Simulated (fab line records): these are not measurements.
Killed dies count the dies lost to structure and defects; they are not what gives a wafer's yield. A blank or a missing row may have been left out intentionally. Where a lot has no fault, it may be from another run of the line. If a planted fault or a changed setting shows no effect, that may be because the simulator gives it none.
Comparing a struck lot with a sound one + flow n5 finfet + 39 out of 1938 route steps
Sound: the wafers L802.1, L802.2, L802.5. Struck: wafers L798.4, L798.5, L798.6. The cause is named last.
Each step with rows lists, per side, the tool, then ch with its chambers, then its first start. Under that, the readings that differ: sound wafers + struck wafers + difference of the means + sigmas: that difference in standard deviations of wafers without a fault.
alike: words and numbers the same on both sides, and readings whose means are apart by under 2 such deviations; not compared: readings that were withheld, readings missing a value for some wafer, numbers with overlapping values and no deviation given by the record, and bounds like >300 which may hide the same value.
Wherever a step has rows on one side only, a row that says differs or no value, or a row with sigmas, the two part there. Numbers that don't overlap but have no deviation are shown without sigmas and don't part them. A reading that every wafer of one side lacks parts them only if that side has two wafers or more.

first, 11 steps without rows for these wafers: N5_BEOL_M0_SAQP_MANDREL1_REMOVE_100 (chemistry HBr/Cl2/O2, target a-Si, stops on SiNx, bt time 10 s); N5_BEOL_M0_SAQP_ETCH_101 (etches SiNx in CH3F/O2, target depth 29.9 nm, time 42.7 s); N5_BEOL_M0_SAQP_ETCH_102 (etches SiO2 in CF4, target depth 4 nm, time 4.4 s); N5_BEOL_M0_SAQP_MANDREL_ETCH_103 (etches a-Si in HBr/Cl2, stops on SiCN, target depth 45 nm, bt time 10 s, time 27 s); N5_BEOL_M0_SAQP_RECESS_104 (chemistry HF/NH3, target SiO2, target depth 18 nm, afs cycles 3, sublimation time 60 s); N5_BEOL_M0_SAQP_COAT_105 (time 60 s, resist thk 100 nm); N5_BEOL_M0_SAQP_ETCH_106 (etches SOC in N2/H2, stops on SiNx, target depth 150 nm); N5_BEOL_M0_SAQP_ETCH_107 (etches SiNx in CH3F/O2, target depth 30 nm); N5_BEOL_M0_SAQP_STRIP_108 (strips in N2/H2); N5_BEOL_M0_SAQP_RECESS_109 (chemistry HF/NH3, target SiO2, target depth 3 nm, afs cycles 1, sublimation time 60 s); N5_BEOL_M0_SAQP_SPACER2_ALD_26 (deposits SiO2, target thk 15 nm, pulse time 1 s, purge time 2 s).
N5_BEOL_M0_SAQP_SPACER2_ETCHBACK_27: etches SiO2 in CHF3/O2, target depth 22.5 nm, time 11.25 s.
  sound on rie diel-04 ch 1,3, day 10 18:01; struck on rie diel-02 ch 2,3, day 9 17:02
  alike: drypump motor current A, oes product au, rf vpp V, showerhead plenum p Torr, throttle valve pct
  not compared: rf hours counter h
N5_BEOL_M0_SAQP_MANDREL2_REMOVE_110: chemistry HBr/Cl2/O2, target a-Si, stops on SiCN, bt time 10 s.
  sound on rie si-06 ch 1,2, day 10 18:07; struck on rie si-06 ch 0,2,3, day 9 17:07
| reading               | sound             | struck            | difference | sigmas |
|-----------------------|-------------------|-------------------|------------|--------|
| oes product au (a.u.) | 0.983 0.961 0.958 | 0.371 0.365 0.379 | -0.596     | -40    |
  alike: drypump motor current A, he backside leak sccm, mfc cl2 sccm, throttle valve pct
  not compared: rf hours counter h
then, 24 steps without rows for these wafers: N5_BEOL_M0_SAQP_COAT_69 (time 60 s, resist thk 90 nm); N5_BEOL_M0_SAQP_COAT_72 (time 60 s, resist thk 15 nm); N5_BEOL_M0_SAQP_COAT_87 (time 60 s, resist thk 5 nm); N5_BEOL_M0_SAQP_COAT_34 (resist thk 30 nm); N5_BEOL_M0_SAQP_EBR_36; N5_BEOL_M0_SAQP_SOFTBAKE_35 (time 60 s); N5_BEOL_M0_SAQP_EXPOSE_37 (exposes mask M0 CUT1, target cd 30 nm); N5_BEOL_M0_SAQP_PEB_38 (peb time 60 s); N5_BEOL_M0_SAQP_DEVELOP_39 (develop time 30 s); N5_BEOL_M0_SAQP_DESCUM_45 (chemistry O2, time 7 s); N5_BEOL_M0_SAQP_ETCH_88 (etches underlayer in N2/H2, target depth 6.5 nm, time 5.2 s); N5_BEOL_M0_SAQP_ETCH_73 (etches SiARC in CF4, target depth 19.5 nm, time 32.5 s); N5_BEOL_M0_SAQP_CUT_ETCH_46 (etches SOC in N2/H2, target depth 135 nm, overetch 27 nm, time 202.5 s); N5_BEOL_M0_SAQP_STRIP_74 (strips in N2/H2); N5_BEOL_M0_SAQP_STRIP_89 (strips in N2/H2); N5_BEOL_M0_SAQP_ALD_48 (deposits SiO2, target thk 20 nm, pulse time 1 s, co reactant pulse time 1 s); N5_BEOL_M0_SAQP_ETCH_49 (etches SiO2 in CF4/O2, target depth 37 nm); N5_BEOL_M0_SAQP_STRIP_75 (strips in CF4); N5_BEOL_M0_CUTY_COAT_50 (time 60 s, resist thk 15 nm); N5_BEOL_M0_CUTY_COAT_51 (resist thk 150 nm); N5_BEOL_M0_CUTY_EBR_52; N5_BEOL_M0_CUTY_SOFTBAKE_53 (time 60 s); N5_BEOL_M0_CUTY_EXPOSE_54 (exposes mask M0 ABLK); N5_BEOL_M0_CUTY_PEB_55 (peb time 60 s).
N5_BEOL_M4_RC_MEAS_101:
  the record has rows for the sound wafers here (prober-02 ch 0, day 13 09:45) and none for the struck ones
-- a jump in the record: the struck wafers' starts before and after are 7 days apart (it breaks off in module BEOL_M4 and resumes in module PASSIVATION, where the first step shown is number 1936 of the route) --
N5_PASSIVATION_PROBE_49:
  only the struck wafers here have rows in the record (prober-02, day 16 23:28); the sound ones have none

== WHERE THEY PART ==
At N5_BEOL_M0_SAQP_MANDREL2_REMOVE_110 first; at N5_PASSIVATION_PROBE_49 last (within this record only).

WHY: what the simulator had put in
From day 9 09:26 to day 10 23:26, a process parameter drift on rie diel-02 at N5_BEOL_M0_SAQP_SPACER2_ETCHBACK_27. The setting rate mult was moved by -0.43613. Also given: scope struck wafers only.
